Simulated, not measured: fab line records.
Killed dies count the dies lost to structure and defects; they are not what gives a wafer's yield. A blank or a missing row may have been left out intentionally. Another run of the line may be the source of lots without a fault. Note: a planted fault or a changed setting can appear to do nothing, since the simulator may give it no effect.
Which tool did it? | flow nandHarc | Sampling: 13 lots, 37 wafers, 5 of 1159 route steps

WHAT THE GAUGES READ, wafer by wafer
NHARC_P_CONTACT_INSPECT_14. Usual: rawDefectCount 3.6, standard deviation 2.
lot  | measured     | on               | rawDefectCount | flag
L974 | day 5 16:46  | defectInspect-01 | 3 5 6          | 
L973 | day 5 17:09  | defectInspect-01 | 5 7 4          | 
L976 | day 6 01:07  | defectInspect-01 | 4 3 5          | 
L977 | day 6 20:54  | defectInspect-02 | 3 6 2          | 
L983 | day 8 05:01  | defectInspect-01 | 3 3 5          | 
L985 | day 8 16:06  | defectInspect-02 | 2              | 
L986 | day 8 16:40  | defectInspect-02 | 5 4 5          | 
L987 | day 8 16:52  | defectInspect-02 | 3 3 1          | 
L991 | day 10 01:56 | defectInspect-02 | 7 5 2          | 
L993 | day 10 14:15 | defectInspect-02 | 2 7 6          | 
L994 | day 10 20:23 | defectInspect-02 | 0 3 6          | 
L995 | day 11 01:13 | defectInspect-02 | 2 3 3          | 
L996 | day 11 11:25 | defectInspect-01 | 3 4 5          | 

NHARC_END_SORT_01. Usual: killedAtArray 27, standard deviation 9.9; killedAtOther 0.6, standard deviation 0.84; killedAtPeriphery 3.7, standard deviation 2.5; killedDies 31, standard deviation 9.9; killedOpen 3.0, standard deviation 1.6; killedShort 1.9, standard deviation 1.2.
lot  | measured     | on        | killedAtArray | killedAtOther | killedAtPeriphery | killedDies | killedOpen | killedShort | flag
L985 | day 23 21:06 | prober-01 | 35            | 0             | 79                | 114        | 4          | 0           | OFF

WHAT TOOL EACH LOT RAN ON (gives the tool, then ch and the chambers of the sampled wafers, and finally the start)
lot  | NHARC_P_CONTACT_CVD_23       | NHARC_P_CONTACT_CMP_24        | NHARC_P_M0_ETCH_34
L974 | cvdW-02 ch 0,1, day 5 19:04  | cmp-03 ch 0,1,2, day 5 19:38  | rieDiel-07 ch 1,2, day 5 21:16
L973 | cvdW-02 ch 0,1, day 5 19:41  | cmp-04 ch 2,3, day 5 20:11    | rieDiel-09 ch 1,2, day 5 21:44
L976 | cvdW-02 ch 0,1, day 6 03:17  | cmp-04 ch 1,3, day 6 03:50    | rieDiel-07 ch 0,2,3, day 6 05:26
L977 | cvdW-01 ch 0,1, day 6 23:09  | cmp-01 ch 1,3, day 6 23:49    | rieDiel-09 ch 1,2,3, day 7 01:23
L983 | cvdW-02 ch 0,1, day 8 07:10  | cmp-01 ch 2,3, day 8 07:49    | rieDiel-02 ch 2,3, day 8 09:24
L985 | cvdW-01 ch 1, day 8 18:40    | cmp-03 ch 1, day 8 19:19      | rieDiel-09 ch 1, day 8 23:40
L986 | cvdW-02 ch 0,1, day 8 21:01  | cmp-01 ch 0,1,2, day 8 21:40  | rieDiel-07 ch 0,1,3, day 8 23:14
L987 | cvdW-02 ch 0,1, day 8 21:44  | cmp-04 ch 1,2, day 8 22:13    | rieDiel-09 ch 0,1,3, day 8 23:48
L991 | cvdW-02 ch 0,1, day 10 10:29 | cmp-04 ch 0,2, day 10 11:10   | rieDiel-09 ch 0,1, day 10 12:44
L993 | cvdW-02 ch 0,1, day 10 18:50 | cmp-04 ch 0,2,3, day 10 19:29 | rieDiel-02 ch 1,3, day 10 21:13
L994 | cvdW-02 ch 0,1, day 10 22:29 | cmp-03 ch 0,3, day 10 23:08   | rieDiel-07 ch 0,2,3, day 11 00:43
L995 | cvdW-01 ch 1, day 11 07:26   | cmp-04 ch 0,2,3, day 11 08:07 | rieDiel-07 ch 0,1,3, day 11 09:39
L996 | cvdW-02 ch 0,1, day 11 15:35 | cmp-04 ch 1,2,3, day 11 16:06 | rieDiel-07 ch 0,1,3, day 11 17:39
- NHARC_P_CONTACT_CVD_23: deposits W, target thk 200 nm, time 557 s.
- NHARC_P_CONTACT_CMP_24: polishes, t overpolish 30 s, target thk 200 nm.
- NHARC_P_M0_ETCH_34: etches the open film in N2/H2, target depth 40 nm, overetch 12 nm, time 43.94 s.

WHAT THE TOOLS THEMSELVES READ (means of the sampled wafers that have a number; where no wafer has one, the mark that the record gives instead)
NHARC_P_CONTACT_CVD_23. Usual: heaterPowerW 499 W, standard deviation 81; throttleValvePct 8.0 %, standard deviation 0.43.
lot  | tool    | heaterPowerW (W) | throttleValvePct (%) | flag
L974 | cvdW-02 | 565              | 8.1                  | 
L973 | cvdW-02 | 561              | 8.2                  | 
L976 | cvdW-02 | 502              | 7.8                  | 
L977 | cvdW-01 | 442              | 8.2                  | 
L983 | cvdW-02 | 494              | 8.1                  | 
L985 | cvdW-01 | 431              | 8.6                  | 
L986 | cvdW-02 | 499              | 8.0                  | 
L987 | cvdW-02 | 563              | 8.2                  | 
L991 | cvdW-02 | 575              | 8.0                  | 
L993 | cvdW-02 | 573              | 8.0                  | 
L994 | cvdW-02 | 522              | 7.9                  | 
L995 | cvdW-01 | 429              | 8.7                  | 
L996 | cvdW-02 | 519              | 7.9                  | 

NHARC_P_CONTACT_CMP_24. Usual: motorCurrentA 11.9 A, standard deviation 0.84; overpolishRunS 29.999 s, standard deviation 0.0091; timeToEndpointS 38.9 s, standard deviation 3.
lot  | tool   | motorCurrentA (A) | overpolishRunS (s) | timeToEndpointS (s) | flag
L974 | cmp-03 | 12.1              | 30.005             | 36.2                | 
L973 | cmp-04 | 11.7              | 29.997             | 41.1                | 
L976 | cmp-04 | 11.3              | 30.008             | 36.1                | 
L977 | cmp-01 | 11.4              | 30.000             | 37.1                | 
L983 | cmp-01 | 12.1              | 30.000             | 40.6                | 
L985 | cmp-03 | 14.0              | 29.987             | 32.9                | 
L986 | cmp-01 | 12.0              | 30.000             | 41.3                | 
L987 | cmp-04 | 11.6              | 30.000             | 41.1                | 
L991 | cmp-04 | 12.0              | 30.004             | 40.9                | 
L993 | cmp-04 | 11.5              | 29.993             | 38.6                | 
L994 | cmp-03 | 12.1              | 29.998             | 40.6                | 
L995 | cmp-04 | 11.4              | 29.998             | 39.1                | 
L996 | cmp-04 | 11.9              | 29.996             | 39.4                | 

NHARC_P_M0_ETCH_34. Usual: drypumpMotorCurrentA 5.7 A, standard deviation 0.37; oesProductAu 0.998 a.u., standard deviation 0.0099; rfVppV 429.8 V, standard deviation 2.8; showerheadPlenumPTorr 2.02 Torr, standard deviation 0.096; throttleValvePct 14.172 %, standard deviation 0.0087.
lot  | tool       | drypumpMotorCurrentA (A) | oesProductAu (a.u.) | rfVppV (V) | showerheadPlenumPTorr (Torr) | throttleValvePct (%) | flag
L974 | rieDiel-07 | 5.6                      | 1.008               | 430.9      | 2.06                         | 14.167               | 
L973 | rieDiel-09 | 6.0                      | 0.981               | 434.4      | 2.16                         | 14.168               | 
L976 | rieDiel-07 | 5.7                      | 1.004               | 428.2      | 1.96                         | 14.172               | 
L977 | rieDiel-09 | 5.7                      | 0.997               | 432.2      | 2.09                         | 14.170               | 
L983 | rieDiel-02 | 5.5                      | 0.996               | 432.7      | 2.10                         | 14.174               | 
L985 | rieDiel-09 | 6.4                      | 0.980               | 432.6      | 2.16                         | 14.156               | 
L986 | rieDiel-07 | 5.7                      | 0.996               | 428.9      | 2.00                         | 14.168               | 
L987 | rieDiel-09 | 6.1                      | 0.992               | 430.0      | 2.02                         | 14.175               | 
L991 | rieDiel-09 | 6.3                      | 0.995               | 429.8      | 2.02                         | 14.162               | 
L993 | rieDiel-02 | 5.6                      | 0.989               | 428.1      | 1.98                         | 14.178               | 
L994 | rieDiel-07 | 5.7                      | 1.003               | 427.9      | 1.95                         | 14.169               | 
L995 | rieDiel-07 | 5.7                      | 0.997               | 429.4      | 2.00                         | 14.174               | 
L996 | rieDiel-07 | 5.7                      | 0.998               | 429.4      | 2.00                         | 14.175               | 

THE ANSWER, worked out from the rows above alone
Rule: a lot counts as off when the mean over its wafers that have a number is more than 3 standard deviations away from the usual mean. A lot without any number at a reading at which 4 lots or more have one is off too. Where the step has rows for the other lots, those lots are counted as sound. The gauges are gone through in route order, then the tools' own readings, and for those a lot's mean is taken as printed above. The first step at which some lot is off is used, and at that step the reading that is off furthest; a lot without a number counts as furthest.
Off, at NHARC_END_SORT_01 on killedAtPeriphery: L985. Neither off nor sound, because the step has no rows for them: L974, L973, L976, L977, L983, L986, L987, L991, L993, L994, L995, L996.
A tool fits if, at a process step before that reading, it ran every lot that is off, and no sound lot after the first of them. Gauges at NHARC_END_SORT_01: tried the same way as those tools. Can't be told from this: 4 tools fit, cvdW-01 at NHARC_P_CONTACT_CVD_23, cmp-03 at NHARC_P_CONTACT_CMP_24, rieDiel-09 at NHARC_P_M0_ETCH_34, prober-01 at NHARC_END_SORT_01.

WHAT THE SIMULATOR HAD PUT IN
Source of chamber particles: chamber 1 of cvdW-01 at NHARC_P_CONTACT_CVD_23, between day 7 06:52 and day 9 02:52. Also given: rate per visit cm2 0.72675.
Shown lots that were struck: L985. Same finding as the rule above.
